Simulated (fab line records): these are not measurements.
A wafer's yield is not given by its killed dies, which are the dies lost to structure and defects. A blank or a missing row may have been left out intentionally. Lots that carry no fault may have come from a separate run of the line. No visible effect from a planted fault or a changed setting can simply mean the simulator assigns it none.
fab line records	flow n5_finfet	part 1 of 2: steps 1 to 4 of 6
[record] lots = 19	wafers = 57	last_day = 19
route steps=1938 shown BEOL_M6@1231 BEOL_M7@1265
lots that met no fault: taken from a fault-free run of the same line
start_h: hours from the record's first day to the start of the lot's first wafer shown	wait_h: how many hours have passed since the lot's step before this one	" as in the row above	L1.1+2: a row that stands for several wafers	- value missing, or start not given	* or withheld: withheld	< > ~ a bound
route shown NAME@n: NAME is a module with steps in the file, n the number in the route of the first one	usual: mean/standard deviation of fault-free wafers	same: alike in all rows	chamber/n: place in a boat	sites: per-site readings	_std_site: standard deviation of those values	_edge_site: outer sites' mean less inner sites'	radius_mm: for every site, how far away it sits from the centre of the wafer	mask NAME#n: copy n	behind: the tool/chamber that last shaped the wafer	hold: reason for holding the lot/hours on hold/outcome of the hold	device: which transistor (n, p or np) failed to switch	end of line: tests of these same wafers at the route's end	a step given without rows: its recipe and nothing more	killed: the dies lost at the first sort to structure and to defects; this is not the yield of the wafer	map: a wafer's dies, x killed, . not, _ none there
set.NAME: the setting that was run; set.NAME@STEP: the one run at that earlier step	model.NAME: the simulator's own value behind a step, which no gauge read
route steps across a sampled set of lots; one table per step, one row per wafer
services: when a tool's chamber went out of use (start_h, in hours from the record's first day, below 0 if earlier), for how many hours, and the reason
[[steps]]
[step N5_BEOL_M6_ETCH_72]
[recipe] chemistry = N2/H2	target = underlayer	target_depth_a = 65	mask_material = CAR-EUV	time_s = 5.2	ion_energy_ev = 200	pressure_mtorr = 30	source_w = 840	bias_w = 150	n2_flow_sccm = 200	h2_flow_sccm = 200	ends = cleared
[usual] bias_w = 150.0/0.44	drypump_motor_current_A = 5.6/0.53	etch_rf_on_time_s = 5.21/0.1	oes_product_au = 0.68/0.069	rf_vpp_V = 523.5/2.8	showerhead_plenum_p_Torr = 2.52/0.093	throttle_valve_pct = 17.79/0.18
lot.wafer	tool	chamber	start_h	wait_h	bias_w	drypump_motor_current_A	etch_rf_on_time_s	oes_product_au	rf_hours_counter_h	rf_vpp_V	showerhead_plenum_p_Torr	throttle_valve_pct
L076.2	rie_diel-04	3	219.70	0.0	149.6	5.8	5.27	0.60	200	522.2	2.52	17.61
L076.3	"	1	"	"	149.6	5.7	5.26	0.62	189	519.1	2.42	17.51
L076.6	"	3	"	"	150.0	5.8	5.27	0.59	-	521.9	2.52	17.62
L077.2	rie_diel-03	1	230.25	0.0	150.0	6.2	5.21	0.67	117	525.5	2.54	17.42
L077.3	"	0	"	"	149.9	5.2	5.25	0.64	126	526.9	2.64	17.81
L077.4	"	3	"	"	149.7	5.7	5.25	0.68	113	522.0	2.45	17.74
L078.1	rie_diel-03	1	250.27	0.0	150.1	6.3	5.12	0.66	123	521.4	2.54	17.43
L078.3	"	3	"	"	149.6	5.7	5.10	0.68	118	521.1	2.45	17.74
L078.6	"	1	"	"	149.9	6.3	5.15	0.67	-	523.4	2.54	17.43
L080.1	rie_diel-04	0	250.32	0.0	150.4	4.9	5.20	0.68	115	521.5	2.45	17.92
L080.3	"	3	"	"	150.1	5.8	5.22	0.59	211	523.3	2.51	17.68
L080.4	"	2	"	"	150.7	6.8	5.29	0.56	239	522.5	2.50	18.32
L081.1	rie_diel-03	1	254.91	0.0	149.7	6.3	5.19	0.67	125	525.3	2.54	17.44
L081.4	"	0	"	"	149.6	5.2	5.29	0.65	133	527.6	2.63	17.82
L081.6	"	1	"	"	149.8	6.4	5.23	0.66	-	524.3	2.54	17.44
L082.1	rie_diel-03	1	259.69	0.0	149.8	6.3	5.22	0.65	127	525.9	2.54	17.47
L082.3	"	3	"	"	149.5	5.7	5.22	0.67	121	521.0	2.45	17.76
L082.6	"	3	"	"	149.1	5.7	5.23	0.66	-	518.9	2.45	17.75
L083.1	rie_diel-06	0	278.48	0.0	150.2	5.2	5.27	0.74	52	526.7	2.58	17.87
L083.2	"	3	"	"	150.7	4.9	5.14	0.76	60	529.7	2.67	17.83
L083.3	"	2	"	"	149.2	5.4	5.03	0.79	16	525.2	2.58	17.55
L084.3	rie_diel-04	3	281.75	0.0	150.2	5.8	5.25	0.58	223	522.3	2.51	17.68
L084.4	"	1	"	"	150.6	5.7	5.24	0.62	-	522.3	2.41	17.57
L084.6	"	0	"	"	150.3	4.9	5.31	0.66	-	522.1	2.44	17.92
L086.1	rie_diel-06	2	291.85	0.0	149.8	5.4	5.11	0.78	21	525.2	2.57	17.58
L086.4	"	0	"	"	150.0	5.3	5.25	0.72	56	526.1	2.58	17.84
L086.5	"	2	"	"	150.0	5.4	5.05	0.78	-	526.7	2.57	17.60
L087.1	rie_diel-03	0	292.20	0.0	150.0	5.2	5.27	0.64	147	527.2	2.63	17.82
L087.4	"	1	"	"	149.9	6.3	5.26	0.66	135	522.5	2.54	17.45
L087.5	"	3	"	"	150.3	5.7	5.20	0.65	-	519.3	2.44	17.78
L085.3	rie_diel-06	0	295.13	0.0	149.8	5.3	5.21	0.71	57	523.8	2.58	17.85
L085.5	"	2	"	"	149.6	5.4	5.03	0.77	-	525.8	2.57	17.58
L085.6	"	1	"	"	150.5	5.9	5.12	0.73	-	528.4	2.69	17.79
L091.1	rie_diel-04	3	323.46	0.0	150.5	5.8	5.21	0.56	243	523.0	2.50	17.71
L091.4	"	2	"	"	149.5	6.8	5.29	0.81	3	524.5	2.50	17.86
L091.6	"	3	"	"	150.8	5.8	5.24	0.57	-	521.2	2.50	17.70
L090.1	rie_diel-06	1	325.90	0.0	149.5	5.9	5.12	0.72	85	528.9	2.69	17.79
L090.3	"	0	"	"	149.9	5.3	5.31	0.71	66	525.5	2.58	17.89
L090.6	"	0	"	"	149.4	5.3	5.30	0.70	-	524.7	2.58	17.88
L088.3	rie_diel-06	1	326.29	0.0	150.3	5.9	5.01	0.72	85	527.9	2.68	17.78
L088.5	"	0	"	"	150.4	5.3	5.21	0.71	-	525.1	2.58	17.85
L088.6	"	3	"	"	150.4	5.0	5.02	0.74	-	527.2	2.67	17.87
L092.2	rie_diel-04	1	329.85	0.0	150.5	5.7	5.22	0.61	230	518.6	2.41	17.58
L092.3	"	2	"	"	149.4	6.8	5.21	0.80	6	522.3	2.50	17.89
L092.6	"	1	"	"	149.9	5.7	5.17	0.61	-	522.1	2.41	17.60
L094.3	rie_diel-04	1	331.56	0.0	150.1	5.7	5.24	0.60	231	522.1	2.41	17.61
L094.5	"	0	"	"	150.7	4.9	5.23	0.66	-	521.7	2.43	17.95
L094.6	"	3	"	"	149.4	5.8	5.23	0.57	-	521.5	2.50	17.68
L093.1	rie_diel-04	3	336.92	0.0	149.2	5.8	5.21	0.57	248	523.7	2.50	17.70
L093.3	"	1	"	"	150.5	5.7	5.25	0.60	233	520.5	2.40	17.59
L093.5	"	1	"	"	150.1	5.7	5.19	0.60	-	520.6	2.40	17.60
L095.2	rie_diel-04	0	353.25	0.0	150.6	5.0	5.34	0.65	156	520.4	2.43	17.97
L095.4	"	1	"	"	150.2	5.7	5.29	0.60	-	517.8	2.40	17.60
L095.5	"	0	"	"	150.3	5.0	5.34	0.64	-	519.2	2.43	17.98
L096.3	rie_diel-04	0	355.36	0.0	149.4	4.9	5.31	0.65	156	521.7	2.43	18.00
L096.4	"	2	"	"	150.2	6.8	5.31	0.77	-	521.8	2.49	17.90
L096.5	"	1	"	"	149.9	5.7	5.18	0.60	-	519.2	2.40	17.61
[step N5_BEOL_M6_STRIP_36]
[recipe] chemistry = N2/H2	power_w = 450	temp_c = 40	pressure_mtorr = 20	rf_frequency_hz = 6e+07	overash_fraction = 0.3	bias_power_w = 7	h2_frac = 0.5	n2_flow_sccm = 200	h2_flow_sccm = 200
[usual] drypump_motor_current_A = 5.6/0.53	oes_product_au = 0.79/0.078	rf_vpp_V = 59.1/1.6	showerhead_plenum_p_Torr = 2.52/0.093	throttle_valve_pct = 23.54/0.26
lot.wafer	tool	chamber	start_h	wait_h	drypump_motor_current_A	oes_product_au	rf_hours_counter_h	rf_vpp_V	showerhead_plenum_p_Torr	throttle_valve_pct
L076.2	rie_diel-04	3	219.89	0.0	5.8	0.69	200	57.7	2.51	23.23
L076.3	"	1	"	"	5.7	0.74	189	58.8	2.42	23.14
L076.6	"	3	"	"	5.8	0.69	-	61.0	2.51	23.19
L077.2	rie_diel-03	1	230.45	0.0	6.3	0.79	117	60.4	2.54	23.08
L077.3	"	0	"	"	5.1	0.76	126	56.3	2.63	23.53
L077.4	"	3	"	"	5.7	0.79	113	59.0	2.45	23.64
L078.1	rie_diel-03	1	250.47	0.0	6.3	0.77	123	59.9	2.54	23.09
L078.3	"	3	"	"	5.7	0.78	118	58.2	2.44	23.61
L078.6	"	1	"	"	6.2	0.78	-	61.2	2.54	23.11
L080.1	rie_diel-04	0	250.52	0.0	5.0	0.79	115	58.4	2.44	23.75
L080.3	"	3	"	"	5.8	0.68	211	61.9	2.51	23.19
L080.4	"	2	"	"	6.7	0.65	239	58.7	2.50	24.10
L081.1	rie_diel-03	1	255.11	0.0	6.3	0.77	125	60.6	2.54	23.08
L081.4	"	0	"	"	5.1	0.77	133	57.4	2.63	23.53
L081.6	"	1	"	"	6.2	0.78	-	59.2	2.54	23.11
L082.1	rie_diel-03	1	259.89	0.0	6.3	0.79	127	59.7	2.54	23.12
L082.3	"	3	"	"	5.7	0.78	121	59.6	2.44	23.64
L082.6	"	3	"	"	5.7	0.78	-	56.0	2.44	23.61
L083.1	rie_diel-06	0	278.67	0.0	5.3	0.85	52	61.4	2.58	23.73
L083.2	"	3	"	"	5.0	0.88	60	60.7	2.67	23.45
L083.3	"	2	"	"	5.3	0.90	16	62.0	2.57	23.34
L084.3	rie_diel-04	3	281.94	0.0	5.8	0.67	223	58.9	2.50	23.23
L084.4	"	1	"	"	5.7	0.71	-	58.2	2.41	23.16
L084.6	"	0	"	"	4.9	0.78	-	60.9	2.44	23.73
L086.1	rie_diel-06	2	292.04	0.0	5.4	0.89	21	60.8	2.57	23.33
L086.4	"	0	"	"	5.3	0.86	56	58.0	2.58	23.74
L086.5	"	2	"	"	5.4	0.91	-	60.7	2.57	23.34
L087.1	rie_diel-03	0	292.40	0.0	5.2	0.74	147	58.6	2.62	23.57
L087.4	"	1	"	"	6.3	0.75	135	59.3	2.53	23.12
L087.5	"	3	"	"	5.7	0.75	-	60.2	2.44	23.64
L085.3	rie_diel-06	0	295.33	0.0	5.3	0.85	57	59.8	2.57	23.73
L085.5	"	2	"	"	5.3	0.90	-	61.3	2.57	23.33
L085.6	"	1	"	"	5.9	0.84	-	59.7	2.69	23.57
L091.1	rie_diel-04	3	323.65	0.0	5.8	0.66	243	58.7	2.49	23.24
L091.4	"	2	"	"	6.8	0.96	3	59.2	2.49	23.74
L091.6	"	3	"	"	5.8	0.66	-	60.0	2.49	23.19
L090.1	rie_diel-06	1	326.09	0.0	5.9	0.82	85	58.7	2.68	23.62
L090.3	"	0	"	"	5.3	0.82	66	57.6	2.57	23.76
L090.6	"	0	"	"	5.2	0.82	-	58.0	2.57	23.76
L088.3	rie_diel-06	1	326.49	0.0	5.9	0.83	85	57.5	2.68	23.60
L088.5	"	0	"	"	5.3	0.84	-	59.9	2.57	23.77
L088.6	"	3	"	"	5.0	0.87	-	58.5	2.66	23.46
L092.2	rie_diel-04	1	330.05	0.0	5.7	0.72	230	59.0	2.40	23.18
L092.3	"	2	"	"	6.8	0.94	6	59.9	2.49	23.72
L092.6	"	1	"	"	5.7	0.70	-	57.9	2.40	23.18
L094.3	rie_diel-04	1	331.76	0.0	5.7	0.71	231	60.8	2.40	23.20
L094.5	"	0	"	"	5.0	0.76	-	58.5	2.43	23.76
L094.6	"	3	"	"	5.8	0.66	-	59.2	2.49	23.25
L093.1	rie_diel-04	3	337.12	0.0	5.8	0.67	248	58.6	2.49	23.21
L093.3	"	1	"	"	5.7	0.70	233	58.3	2.40	23.18
L093.5	"	1	"	"	5.7	0.70	-	60.7	2.40	23.19
L095.2	rie_diel-04	0	353.45	0.0	4.9	0.76	156	58.2	2.42	23.74
L095.4	"	1	"	"	5.7	0.69	-	56.2	2.40	23.18
L095.5	"	0	"	"	5.0	0.76	-	59.3	2.42	23.75
L096.3	rie_diel-04	0	355.55	0.0	5.0	0.74	156	59.4	2.42	23.78
L096.4	"	2	"	"	6.8	0.92	-	59.2	2.49	23.75
L096.5	"	1	"	"	5.7	0.69	-	62.1	2.40	23.20
[step N5_BEOL_M6_STRIP_80]
[recipe] chemistry = N2/H2	time_s = 10	power_w = 450	temp_c = 40	pressure_mtorr = 20	rf_frequency_hz = 6e+07	bias_power_w = 7	n2_flow_sccm = 200	h2_flow_sccm = 200
[usual] drypump_motor_current_A = 5.6/0.53	oes_product_au = 0.79/0.079	rf_vpp_V = 59.1/0.9	showerhead_plenum_p_Torr = 2.52/0.093	throttle_valve_pct = 23.53/0.26
lot.wafer	tool	chamber	start_h	wait_h	drypump_motor_current_A	oes_product_au	rf_hours_counter_h	rf_vpp_V	showerhead_plenum_p_Torr	throttle_valve_pct
L076.2	rie_diel-04	3	-	-	5.8	0.69	200	58.9	2.51	23.18
L076.3	"	1	"	"	5.7	0.73	189	58.1	2.42	23.14
L076.6	"	3	"	"	5.8	0.70	-	58.9	2.51	23.17
L077.2	rie_diel-03	1	-	-	6.3	0.79	117	59.1	2.54	23.09
L077.3	"	0	"	"	5.2	0.77	126	59.4	2.63	23.54
L077.4	"	3	"	"	5.7	0.79	113	59.0	2.45	23.64
L078.1	rie_diel-03	1	-	-	6.3	0.79	123	59.6	2.54	23.10
L078.3	"	3	"	"	5.7	0.78	118	59.7	2.44	23.64
L078.6	"	1	"	"	6.3	0.77	-	60.1	2.54	23.08
L080.1	rie_diel-04	0	-	-	4.9	0.80	115	59.1	2.44	23.71
L080.3	"	3	"	"	5.8	0.67	211	59.0	2.51	23.19
L080.4	"	2	"	"	6.8	0.65	239	58.8	2.50	24.09
L081.1	rie_diel-03	1	-	-	6.3	0.77	125	57.5	2.54	23.10
L081.4	"	0	"	"	5.2	0.75	133	60.6	2.63	23.55
L081.6	"	1	"	"	6.3	0.78	-	58.2	2.54	23.10
L082.1	rie_diel-03	1	-	-	6.3	0.78	127	58.9	2.54	23.10
L082.3	"	3	"	"	5.7	0.79	121	58.0	2.44	23.62
L082.6	"	3	"	"	5.7	0.78	-	57.7	2.44	23.63
L083.1	rie_diel-06	0	-	-	5.3	0.84	52	58.3	2.58	23.74
L083.2	"	3	"	"	4.9	0.88	60	61.4	2.67	23.45
L083.3	"	2	"	"	5.4	0.91	16	60.1	2.57	23.33
L084.3	rie_diel-04	3	-	-	5.8	0.67	223	58.6	2.50	23.20
L084.4	"	1	"	"	5.7	0.72	-	58.3	2.41	23.14
L084.6	"	0	"	"	4.9	0.78	-	59.2	2.44	23.73
L086.1	rie_diel-06	2	-	-	5.3	0.91	21	59.8	2.57	23.32
L086.4	"	0	"	"	5.3	0.85	56	59.2	2.58	23.74
L086.5	"	2	"	"	5.3	0.90	-	59.0	2.57	23.32
L087.1	rie_diel-03	0	-	-	5.1	0.74	147	59.7	2.62	23.57
L087.4	"	1	"	"	6.3	0.76	136	59.5	2.53	23.11
L087.5	"	3	"	"	5.7	0.76	-	58.7	2.44	23.62
L085.3	rie_diel-06	0	-	-	5.2	0.84	57	59.1	2.58	23.74
L085.5	"	2	"	"	5.4	0.90	-	59.2	2.57	23.34
L085.6	"	1	"	"	5.9	0.84	-	59.2	2.69	23.60
L091.1	rie_diel-04	3	-	-	5.8	0.67	243	58.7	2.49	23.22
L091.4	"	2	"	"	6.8	0.96	3	58.0	2.49	23.72
L091.6	"	3	"	"	5.8	0.66	-	59.0	2.49	23.23
L090.1	rie_diel-06	1	-	-	5.9	0.84	85	59.8	2.68	23.61
L090.3	"	0	"	"	5.3	0.83	66	58.5	2.57	23.74
L090.6	"	0	"	"	5.3	0.82	-	60.9	2.57	23.76
L088.3	rie_diel-06	1	-	-	5.9	0.84	85	60.5	2.68	23.60
L088.5	"	0	"	"	5.3	0.82	-	59.6	2.57	23.75
L088.6	"	3	"	"	5.0	0.86	-	60.4	2.66	23.44
L092.2	rie_diel-04	1	-	-	5.8	0.70	230	58.8	2.40	23.17
L092.3	"	2	"	"	6.8	0.94	6	58.0	2.49	23.73
L092.6	"	1	"	"	5.7	0.70	-	58.3	2.40	23.15
L094.3	rie_diel-04	1	-	-	5.7	0.70	231	58.9	2.40	23.19
L094.5	"	0	"	"	4.9	0.76	-	59.2	2.43	23.75
L094.6	"	3	"	"	5.8	0.66	-	60.1	2.49	23.24
L093.1	rie_diel-04	3	-	-	5.8	0.66	248	59.8	2.49	23.25
L093.3	"	1	"	"	5.7	0.70	233	59.9	2.40	23.19
L093.5	"	1	"	"	5.7	0.70	-	58.6	2.40	23.19
L095.2	rie_diel-04	0	-	-	4.9	0.75	156	59.0	2.42	23.76
L095.4	"	1	"	"	5.7	0.70	-	60.2	2.40	23.18
L095.5	"	0	"	"	5.0	0.76	-	57.6	2.42	23.77
L096.3	rie_diel-04	0	-	-	4.9	0.76	156	59.6	2.42	23.78
L096.4	"	2	"	"	6.8	0.92	-	59.0	2.49	23.74
L096.5	"	1	"	"	5.8	0.69	-	59.3	2.40	23.18
[step N5_BEOL_M7_THK_MEAS_01]
[recipe] reads = SiCOH_lowk_of_BEOL_M7_ILD_DEP_00
[usual] M7_ILD_THK = 155.0/1.9
lot.wafer	tool	chamber	start_h	wait_h	M7_ILD_THK[nm]
L076.2	film_metro-01	-	223.44	0.4	153.4
L076.3	"	-	"	"	154.3
L076.6	"	-	"	"	153.3
L077.2	film_metro-01	-	233.52	0.4	152.2
L077.3	"	-	"	"	154.9
L077.4	"	-	"	"	155.3
L078.1	film_metro-01	-	254.13	0.4	153.0
L078.3	"	-	"	"	149.0
L078.6	"	-	"	"	155.7
L080.1	film_metro-01	-	254.19	0.4	152.5
L080.3	"	-	"	"	153.1
L080.4	"	-	"	"	156.3
L081.1	film_metro-01	-	258.48	0.4	155.9
L081.4	"	-	"	"	156.6
L081.6	"	-	"	"	156.6
L082.1	film_metro-02	-	264.60	0.4	153.0
L082.3	"	-	"	"	153.9
L082.6	"	-	"	"	156.0
L083.1	film_metro-02	-	283.28	0.4	154.6
L083.2	"	-	"	"	153.8
L083.3	"	-	"	"	155.0
L084.3	film_metro-01	-	286.34	0.5	153.9
L084.4	"	-	"	"	155.3
L084.6	"	-	"	"	158.3
L086.1	film_metro-02	-	295.92	0.8	152.9
L086.4	"	-	"	"	156.6
L086.5	"	-	"	"	157.6
L087.1	film_metro-02	-	297.58	0.8	154.6
L087.4	"	-	"	"	157.0
L087.5	"	-	"	"	154.7
L085.3	film_metro-01	-	298.55	0.3	155.3
L085.5	"	-	"	"	156.4
L085.6	"	-	"	"	156.6
L091.1	film_metro-02	-	328.41	0.4	150.7
L091.4	"	-	"	"	155.2
L091.6	"	-	"	"	154.2
L090.1	film_metro-02	-	329.43	0.4	150.2
L090.3	"	-	"	"	156.3
L090.6	"	-	"	"	156.1
L088.3	film_metro-01	-	329.77	0.3	156.9
L088.5	"	-	"	"	156.9
L088.6	"	-	"	"	156.7
L092.2	film_metro-02	-	334.31	0.4	153.7
L092.3	"	-	"	"	154.2
L092.6	"	-	"	"	157.4
L094.3	film_metro-01	-	335.19	0.3	158.2
L094.5	"	-	"	"	158.1
L094.6	"	-	"	"	157.0
L093.1	film_metro-02	-	341.77	0.4	154.2
L093.3	"	-	"	"	156.4
L093.5	"	-	"	"	156.2
L095.2	film_metro-02	-	357.74	0.4	155.1
L095.4	"	-	"	"	156.0
L095.5	"	-	"	"	156.7
L096.3	film_metro-01	-	358.84	0.3	154.4
L096.4	"	-	"	"	155.9
L096.5	"	-	"	"	156.1
